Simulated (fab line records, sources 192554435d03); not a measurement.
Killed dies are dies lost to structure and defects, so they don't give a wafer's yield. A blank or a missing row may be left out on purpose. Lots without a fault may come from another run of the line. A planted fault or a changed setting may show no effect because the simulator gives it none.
One fault seen from 2 desks | flow n5_finfet | each desk has only its own numbers; what lay behind them comes last

THE METROLOGY DESK
What the gauges read, lot by lot, whatever tool the lot ran on: means of the sampled wafers that have a number. A lot is out of limits, marked OUT, if its mean lies more than 4 standard deviations from the usual mean; the brackets give that distance. Of its 10 readings 7 are shown: those that lie furthest out on some lot.
Columns: A = DIBL_N at N5_BEOL_M4_RC_MEAS_101, usual 36.1 mV/V; B = DIBL_P at N5_BEOL_M4_RC_MEAS_101, usual 36.1 mV/V; C = IOFF_P at N5_BEOL_M4_RC_MEAS_101, usual 0.21 nA/um; D = SS_N at N5_BEOL_M4_RC_MEAS_101, usual 71.5 mV/dec; E = SS_P at N5_BEOL_M4_RC_MEAS_101, usual 73.3 mV/dec; F = VT_N at N5_BEOL_M4_RC_MEAS_101, usual 249 mV; G = VT_P at N5_BEOL_M4_RC_MEAS_101, usual -250 mV
lot  | first seen here | A    | B    | C    | D    | E    | F   | G
L859 | day 9 07:51     | 37.0 | 35.8 | 0.21 | 71.9 | 73.1 | 247 | -251
L860 | day 9 09:08     | 33.4 | 32.4 | 0.15 | 70.5 | 72.3 | 254 | -255
L861 | day 10 03:14    | 34.8 | 34.5 | 0.18 | 71.2 | 72.3 | 254 | -254
L872 | day 12 12:42    | 35.8 | 37.5 | 0.21 | 71.9 | 73.8 | 250 | -250
L875 | day 13 18:20    | 36.3 | 36.0 | 0.27 | 71.4 | 73.4 | 249 | -243
This desk's finding: nothing out of limits on any of the 5 lots.

THE TOOL OWNER'S DESK: rie_diel-05
The tool's own readings at N5_BEOL_M1_ETCH_64 (etches SOC in N2/H2, target depth 75 nm, overetch 15 nm, time 112.5 s): means of the sampled wafers that have a number, for each lot that ran on this tool. A lot is out of limits, marked OUT, if its mean lies more than 4 standard deviations from the usual mean; the brackets give that distance.
Columns: A = bias_w at N5_BEOL_M1_ETCH_64, usual 150.0 W; B = drypump_motor_current_A at N5_BEOL_M1_ETCH_64, usual 5.5 A; C = oes_product_au at N5_BEOL_M1_ETCH_64, usual 0.62 a.u.; D = rf_vpp_V at N5_BEOL_M1_ETCH_64, usual 524.1 V; E = showerhead_plenum_p_Torr at N5_BEOL_M1_ETCH_64, usual 2.54 Torr; F = throttle_valve_pct at N5_BEOL_M1_ETCH_64, usual 17.6 %
lot  | first seen here | A     | B   | C    | D     | E    | F
L859 | day 7 17:59     | 150.0 | 5.4 | 0.60 | 524.9 | 2.56 | 17.3
L860 | day 7 23:04     | 149.8 | 5.4 | 0.55 | 521.9 | 2.46 | 17.8
L861 | day 8 09:52     | 149.7 | 5.3 | 0.54 | 525.5 | 2.54 | 17.4
L872 | day 10 21:15    | 149.7 | 5.4 | 0.65 | 523.9 | 2.55 | 17.2
L875 | day 11 15:19    | 150.0 | 5.4 | 0.72 | 525.4 | 2.59 | 17.3
This desk's finding: nothing out of limits on any of the 5 lots.

PUT TOGETHER
The metrology desk saw nothing out of limits.
The tool owner's desk saw nothing out of limits.

WHAT THE SIMULATOR HAD PUT IN
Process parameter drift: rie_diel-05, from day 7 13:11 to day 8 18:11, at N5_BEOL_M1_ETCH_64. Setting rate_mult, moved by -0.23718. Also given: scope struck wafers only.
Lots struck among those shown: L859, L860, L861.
